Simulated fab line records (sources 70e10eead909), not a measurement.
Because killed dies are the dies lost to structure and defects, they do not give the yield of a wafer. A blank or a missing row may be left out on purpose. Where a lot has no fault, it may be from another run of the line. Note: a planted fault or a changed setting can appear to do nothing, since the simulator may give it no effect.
Comparing a struck lot with a sound one / flow nand-harc / 26 out of 1159 route steps
Sound: these wafers, L743.3, L743.4, L743.5. Wafers struck: L751.2, L751.5, L751.6. The cause comes at the end.
Per side, at each step with rows, come the tool, then ch with its chambers, and then its first start. Under that, the readings that differ: sound wafers / struck wafers / difference of the means / sigmas: that difference in standard deviations of wafers without a fault.
alike: same words and numbers on both sides, and readings whose means sit less than 2 such deviations apart. not compared: any withheld reading, any reading some wafer has no value for, any bound like >300 that may hide the same value, and any number with overlapping values for which the record gives no deviation.
A row with sigmas, a row that says differs or no value, or rows on one side alone: a step with any of these is where the two part. Numbers that don't overlap but have no deviation are shown without sigmas and don't part them. A reading that every wafer of one side lacks parts them only if that side has two wafers or more.

NHARC_A_CHANNEL_HOLE_D1_ETCH_38: etches the open film in CF4, target depth 39 nm, time 65 s.
  sound on rie-diel-06 ch 1,2, day 9 10:44; struck on rie-diel-12 ch 0,2,3, day 12 02:37
  alike: drypump-motor-current-A, oes-product-au, rf-vpp-V, showerhead-plenum-p-Torr, throttle-valve-pct
  not compared: rf-hours-counter-h
then, 3 steps without rows for these wafers: NHARC_A_CHANNEL_HOLE_D1_ETCH_39 (etches the open film in N2/H2, target depth 260 nm, time 325 s); NHARC_A_CHANNEL_HOLE_D1_ETCH_34 (etches the open film in CF4/CHF3, target depth 154 nm, time 77 s); NHARC_A_CHANNEL_HOLE_D1_ETCH_16 (etches the open film in O2/COS, target depth 3100 nm, time 806 s).
NHARC_A_CHANNEL_HOLE_D1_CD_MEAS_18:
  sound: cd-sem-02 at day 9 11:52; struck: cd-sem-02 at day 12 03:37
  alike: cd-nm
then, 3 steps without rows for these wafers: NHARC_A_CHANNEL_HOLE_D1_ETCH_19 (etches the open film in C4F8/O2/Ar, time 34.5 s); NHARC_A_CHANNEL_HOLE_D1_ETCH_20 (etches the open film in C4F8/O2/Ar, time 361.9 s, target depth 1600 nm); NHARC_A_CHANNEL_HOLE_D1_ETCH_21 (etches the open film in C4F8/O2/Ar, time 514.3 s, target depth 1600 nm).
NHARC_A_CHANNEL_HOLE_D1_ETCH_22: etches the open film in C4F8/O2/Ar, time 666.7 s, target depth 1600 nm.
  sound on har-etch-02 ch 0,1, day 9 13:00; struck on har-etch-02 ch 0,1, day 12 04:34
  alike: drypump-motor-current-A, showerhead-plenum-p-Torr, throttle-valve-pct
  not compared: rf-hours-counter-h
then, 3 steps without rows for these wafers: NHARC_A_CHANNEL_HOLE_D1_ETCH_23 (etches the open film in C4F8/O2/Ar, time 819 s, target depth 1600 nm); NHARC_A_CHANNEL_HOLE_D1_ETCH_24 (etches the open film in C4F8/O2/Ar, time 906.2 s, target depth 1500 nm); NHARC_A_CHANNEL_HOLE_D1_ETCH_25 (etches the open film in C4F8/O2/Ar, time 1040.2 s, target depth 1500 nm).
NHARC_A_CHANNEL_HOLE_D1_ETCH_26: etches the open film in C4F8/O2/Ar, time 224.1 s, target depth 300 nm.
  sound on har-etch-02 ch 0,1, day 9 15:47; struck on har-etch-02 ch 0,1, day 12 07:27
  alike: drypump-motor-current-A, showerhead-plenum-p-Torr, throttle-valve-pct
  not compared: rf-hours-counter-h
then, 4 steps without rows for these wafers: NHARC_A_CHANNEL_HOLE_D1_ETCH_33 (etches the open film in C4F8/O2/Ar, time 90 s, target depth 400 nm); NHARC_A_CHANNEL_HOLE_D1_STRIP_41 (strips in N2/H2); NHARC_A_CHANNEL_HOLE_D1_STRIP_42 (strips in CF4/CHF3); NHARC_A_CHANNEL_HOLE_D1_STRIP_43 (strips in O2/COS).
NHARC_A_CHANNEL_HOLE_D1_ETCH_44: etches the open film in CF4/O2, target depth 140 nm, overetch 14 nm, time 77 s.
  sound on rie-diel-06 ch 1,3, day 9 16:47; struck on rie-diel-04 ch 1,2, day 12 08:25
  alike: drypump-motor-current-A, oes-product-au, rf-vpp-V, showerhead-plenum-p-Torr, throttle-valve-pct
  not compared: rf-hours-counter-h
NHARC_A_CHANNEL_HOLE_D1_STRIP_27: strips in O2.
  sound on rie-diel-06 ch 1,3; struck on rie-diel-04 ch 0,2,3
  alike: drypump-motor-current-A, oes-product-au, rf-vpp-V, showerhead-plenum-p-Torr, throttle-valve-pct
  not compared: rf-hours-counter-h
then, 2 steps without rows for these wafers: NHARC_A_CHANNEL_HOLE_D1_PRECLEAN_28 (cleans in SC1); NHARC_A_CHANNEL_HOLE_D1_SRD_29.
NHARC_A_CHANNEL_HOLE_D1_CD_MEAS_30:
  sound: cd-sem-01 at day 9 17:50; struck: cd-sem-01 at day 12 09:12
  alike: cd-nm
NHARC_A_CHANNEL_HOLE_D1_XSEM_31:
  sound on xsem-02 ch 0, day 9 17:55; struck on xsem-01 ch 0, day 12 09:17
  alike: bot-cd-nm, bow-nm, tilt-deg
NHARC_A_CHANNEL_HOLE_D1_INSPECT_40:
  sound: defect-inspect-01 at day 9 18:01; struck: defect-inspect-02 at day 12 09:23
reading=raw-defect-count; sound=62 58 47; struck=1232 1201 1183; difference=+1150; sigmas=+77
then, 1 step without rows for these wafers: NHARC_A_CHANNEL_FILL_D1_PRECLEAN_00 (cleans in SC1).
-- break in the record here, with 11 days between the starts of the struck wafers on either side (left off in module A_CHANNEL_FILL_D1, picked up again in module END, where the first step shown is number 1159 on the route) --
NHARC_END_SORT_01:
  sound on prober-01 ch 0, day 21 03:55; struck on prober-02 ch 0, day 23 07:07
reading=killed-at-array; sound=16 28 19; struck=63 59 110; difference=+56; sigmas=+6
reading=killed-at-periphery; sound=5 3 12; struck=0 3 2; difference=-5; sigmas=-2
reading=killed-dies; sound=21 31 32; struck=64 62 112; difference=+51; sigmas=+5
  alike: killed-at-other, killed-open, killed-short

WHERE THEY PART
Earliest at NHARC_A_CHANNEL_HOLE_D1_INSPECT_40; latest, in this record, at NHARC_END_SORT_01.

WHY: what had been put in by the simulator
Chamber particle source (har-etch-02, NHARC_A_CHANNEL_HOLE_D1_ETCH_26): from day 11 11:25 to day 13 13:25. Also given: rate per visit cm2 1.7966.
